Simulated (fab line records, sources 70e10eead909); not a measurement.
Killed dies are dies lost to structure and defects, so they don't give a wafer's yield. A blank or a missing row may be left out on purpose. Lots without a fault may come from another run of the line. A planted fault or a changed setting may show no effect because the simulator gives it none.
Which tool did it? | flow nand_harc | 12 lots, 36 wafers sampled, at 6 steps of a route of 1302

WHAT THE GAUGES READ, wafer by wafer
NHARC_P_GATE_CD_MEAS_11: target cd 1640 nm. Usual: cd_nm 1638.4 nm, standard deviation 1.6.
lot  | measured     | on        | cd_nm (nm)           | flag
L281 | day 5 20:57  | cd_sem-02 | - - -                | OFF
L285 | day 7 17:37  | cd_sem-01 | 1639.6 1637.9 1640.1 |
L287 | day 8 14:21  | cd_sem-02 | 1636.6 1636.9 1638.8 |
L290 | day 9 20:43  | cd_sem-02 | 1641.5 1641.7 1639.9 |
L291 | day 10 12:50 | cd_sem-03 | 1638.6 1640.5 1639.3 |
L292 | day 10 12:59 | cd_sem-03 | 1638.5 1638.4 1640.9 |
L294 | day 11 06:59 | cd_sem-02 | 1638.7 1638.5 1638.3 |
L295 | day 11 20:29 | cd_sem-03 | 1637.1 1635.6 1636.2 |
L296 | day 12 09:18 | cd_sem-03 | 1640.2 1637.6 1639.8 |
L298 | day 13 00:22 | cd_sem-01 | 1639.1 1640.7 1637.8 |
L299 | day 13 19:22 | cd_sem-03 | 1641.0 1637.9 1642.3 |
L300 | day 14 00:22 | cd_sem-03 | 1637.6 1637.1 1637.5 |

NHARC_P_GATE_CD_MEAS_26: target cd 120 nm. Usual: cd_nm 120.0 nm, standard deviation 0.63.
lot  | measured     | on        | cd_nm (nm)        | flag
L281 | day 6 13:36  | cd_sem-01 | 120.6 121.2 119.6 |
L285 | day 8 07:35  | cd_sem-03 | 120.5 119.1 119.5 |
L287 | day 9 10:29  | cd_sem-03 | 119.3 119.5 119.5 |
L290 | day 10 10:23 | cd_sem-02 | 119.4 119.2 120.6 |
L291 | day 11 06:47 | cd_sem-03 | 120.2 120.8 120.0 |
L292 | day 11 06:08 | cd_sem-01 | 120.1 120.7 120.6 |
L294 | day 11 22:53 | cd_sem-03 | 118.9 120.4 119.1 |
L295 | day 12 13:07 | cd_sem-01 | 120.2 119.9 119.7 |
L296 | day 13 02:11 | cd_sem-02 | 119.8 119.9 118.9 |
L298 | day 13 14:58 | cd_sem-02 | 119.8 119.8 120.3 |
L299 | day 14 12:04 | cd_sem-02 | 120.8 121.0 120.2 |
L300 | day 14 12:13 | cd_sem-02 | 119.5 120.2 119.5 |

NHARC_END_SORT_01. Usual: killed_at_array 56, standard deviation 18; killed_at_other 1.4, standard deviation 1.5; killed_at_periphery 4, standard deviation 3.1; killed_dies 61, standard deviation 19; killed_open 3.5, standard deviation 1.8; killed_short 2.4, standard deviation 1.4.
lot  | measured     | on        | killed_at_array | killed_at_other | killed_at_periphery | killed_dies | killed_open | killed_short | flag
L281 | day 26 00:58 | prober-02 | 71 58 67        | 1 2 7           | 605 617 603         | 677 677 677 | 3 2 6       | 2 2 1        | OFF

WHICH TOOL RAN EACH LOT (tool, then ch and the chambers of the sampled wafers, then the start)
lot  | NHARC_P_STI_ETCH_31                           | NHARC_P_GATE_EXPOSE_08            | NHARC_P_GATE_HM_OPEN_105
L281 | rie_diel-02 ch 0,2,3, day 5 20:47 or earlier  | krf_scanner-01 ch 0, day 5 20:47  | rie_diel-09 ch 0,1,3, day 26 00:58 or earlier
L285 | rie_diel-06 ch 0,1,3, day 7 17:27 or earlier  | krf_scanner-03 ch 0, day 7 17:27  | rie_diel-10 ch 1,2,3, no start
L287 | rie_diel-02 ch 0,2, day 8 14:11 or earlier    | krf_scanner-02 ch 0, day 8 14:11  | rie_diel-10 ch 1,2,3, no start
L290 | rie_diel-02 ch 2,3, day 9 20:34 or earlier    | krf_scanner-02 ch 0, day 9 20:34  | rie_diel-04 ch 2,3, no start
L291 | rie_diel-12 ch 0,1,3, day 10 12:40 or earlier | krf_scanner-03 ch 0, day 10 12:40 | rie_diel-09 ch 2,3, no start
L292 | rie_diel-12 ch 1,2, day 10 12:50 or earlier   | krf_scanner-01 ch 0, day 10 12:50 | rie_diel-04 ch 2,3, no start
L294 | rie_diel-12 ch 1,2, day 11 06:50 or earlier   | krf_scanner-02 ch 0, day 11 06:50 | rie_diel-09 ch 1,2, no start
L295 | rie_diel-12 ch 0,2,3, day 11 20:20 or earlier | krf_scanner-02 ch 0, day 11 20:20 | rie_diel-10 ch 1,3, no start
L296 | rie_diel-12 ch 0,3, day 12 09:10 or earlier   | krf_scanner-01 ch 0, day 12 09:10 | rie_diel-09 ch 1,2, no start
L298 | rie_diel-02 ch 1,2,3, day 13 00:12 or earlier | krf_scanner-02 ch 0, day 13 00:12 | rie_diel-09 ch 0,1,3, no start
L299 | rie_diel-06 ch 1,2, day 13 19:13 or earlier   | krf_scanner-02 ch 0, day 13 19:13 | rie_diel-04 ch 0,1,3, no start
L300 | rie_diel-02 ch 0,1, day 14 00:13 or earlier   | krf_scanner-02 ch 0, day 14 00:13 | rie_diel-10 ch 0,2,3, no start
- NHARC_P_STI_ETCH_31: etches the open film in CF4/CHF3, target depth 108.9 nm, time 54.5 s.
- NHARC_P_GATE_EXPOSE_08: exposes mask P HV.
- NHARC_P_GATE_HM_OPEN_105: chemistry O2/COS, target depth 360 nm.

WHAT THE TOOLS THEMSELVES READ (means of the sampled wafers that have a number; where no wafer has one, the mark that the record gives instead)
NHARC_P_STI_ETCH_31. Usual: bias_w 200.0 W, standard deviation 0.64; drypump_motor_current_A 5.7 A, standard deviation 0.46; oes_product_au 0.961 a.u., standard deviation 0.02; rf_vpp_V 370.2 V, standard deviation 2.6; showerhead_plenum_p_Torr 1.57 Torr, standard deviation 0.075; throttle_valve_pct 16.802 %, standard deviation 0.0083.
lot  | tool        | bias_w (W) | drypump_motor_current_A (A) | oes_product_au (a.u.) | rf_vpp_V (V) | showerhead_plenum_p_Torr (Torr) | throttle_valve_pct (%) | flag
L281 | rie_diel-02 | 199.8      | 6.2                         | 0.954                 | 371.4        | 1.60                            | 16.805                 |
L285 | rie_diel-06 | 200.3      | 5.7                         | 0.976                 | 367.8        | 1.51                            | 16.799                 |
L287 | rie_diel-02 | 199.6      | 6.0                         | 0.920                 | 369.7        | 1.54                            | 16.797                 |
L290 | rie_diel-02 | 200.0      | 6.3                         | 0.973                 | 373.2        | 1.62                            | 16.807                 |
L291 | rie_diel-12 | 199.7      | 5.5                         | 0.971                 | 369.6        | 1.56                            | 16.795                 |
L292 | rie_diel-12 | 199.6      | 5.0                         | 0.964                 | 370.0        | 1.59                            | 16.803                 |
L294 | rie_diel-12 | 199.7      | 5.0                         | 0.959                 | 370.7        | 1.59                            | 16.800                 |
L295 | rie_diel-12 | 200.1      | 5.3                         | 0.925                 | 369.9        | 1.58                            | 16.802                 |
L296 | rie_diel-12 | 200.3      | 5.6                         | 0.953                 | 370.7        | 1.59                            | 16.803                 |
L298 | rie_diel-02 | 200.6      | 6.1                         | 0.977                 | 370.8        | 1.58                            | 16.802                 |
L299 | rie_diel-06 | 200.3      | 5.7                         | 0.974                 | 371.4        | 1.60                            | 16.807                 |
L300 | rie_diel-02 | 200.0      | 6.0                         | 0.962                 | 371.3        | 1.59                            | 16.804                 |

NHARC_P_GATE_HM_OPEN_105. Usual: bias_w 299.9 W, standard deviation 1; drypump_motor_current_A 5.7 A, standard deviation 0.45; oes_product_au 1.004 a.u., standard deviation 0.011; rf_vpp_V 468.0 V, standard deviation 2.4; showerhead_plenum_p_Torr 3.17 Torr, standard deviation 0.11; throttle_valve_pct 28.331 %, standard deviation 0.0091.
lot  | tool        | bias_w (W) | drypump_motor_current_A (A) | oes_product_au (a.u.) | rf_vpp_V (V) | showerhead_plenum_p_Torr (Torr) | throttle_valve_pct (%) | flag
L281 | rie_diel-09 | 300.3      | 6.1                         | 1.008                 | 469.2        | 3.21                            | 28.335                 |
L285 | rie_diel-10 | 300.0      | 5.4                         | 1.010                 | 468.9        | 3.19                            | 28.328                 |
L287 | rie_diel-10 | 299.3      | 5.3                         | 1.013                 | 468.1        | 3.19                            | 28.340                 |
L290 | rie_diel-04 | 300.1      | 5.7                         | 1.003                 | 466.5        | 3.05                            | 28.339                 |
L291 | rie_diel-09 | 300.0      | 5.9                         | 1.007                 | 468.2        | 3.21                            | 28.331                 |
L292 | rie_diel-04 | 299.3      | 5.6                         | 1.003                 | 465.9        | 3.09                            | 28.333                 |
L294 | rie_diel-09 | 299.1      | 6.1                         | 0.993                 | 466.1        | 3.07                            | 28.333                 |
L295 | rie_diel-10 | 298.7      | 5.7                         | 1.019                 | 467.1        | 3.12                            | 28.331                 |
L296 | rie_diel-09 | 299.4      | 6.1                         | 0.996                 | 465.5        | 3.06                            | 28.331                 |
L298 | rie_diel-09 | 299.9      | 6.1                         | 1.002                 | 468.7        | 3.21                            | 28.327                 |
L299 | rie_diel-04 | 301.0      | 5.6                         | 0.998                 | 468.2        | 3.20                            | 28.330                 |
L300 | rie_diel-10 | 300.1      | 5.3                         | 1.008                 | 468.6        | 3.18                            | 28.329                 |

THE ANSWER, worked out from the rows above alone
Rule: a lot is off if the mean of its wafers that have a number lies more than 3 standard deviations from the usual mean. A lot without any number at a reading at which 4 lots or more have one is off too. The other lots that the step has rows for count as sound. The gauges are gone through in route order, then the tools' own readings, and for those a lot's mean is taken as printed above. The first step at which some lot is off is used, and at that step the reading that is off furthest; a lot without a number counts as furthest.
Off: L281, at NHARC_P_GATE_CD_MEAS_11 (cd_nm). Without a number there: L281.
A tool fits if, at a process step before that reading, it ran every lot that is off, and no sound lot after the first of them. The gauges at NHARC_P_GATE_CD_MEAS_11 aren't tried: what is off there is off at NHARC_END_SORT_01 too, on other tools, and a gauge's error can't cause that. NHARC_P_STI_ETCH_31 gives no start for some lots, so the hours and the order of its lots are those of NHARC_P_GATE_EXPOSE_08. None of those tried fits.

WHAT THE SIMULATOR HAD PUT IN
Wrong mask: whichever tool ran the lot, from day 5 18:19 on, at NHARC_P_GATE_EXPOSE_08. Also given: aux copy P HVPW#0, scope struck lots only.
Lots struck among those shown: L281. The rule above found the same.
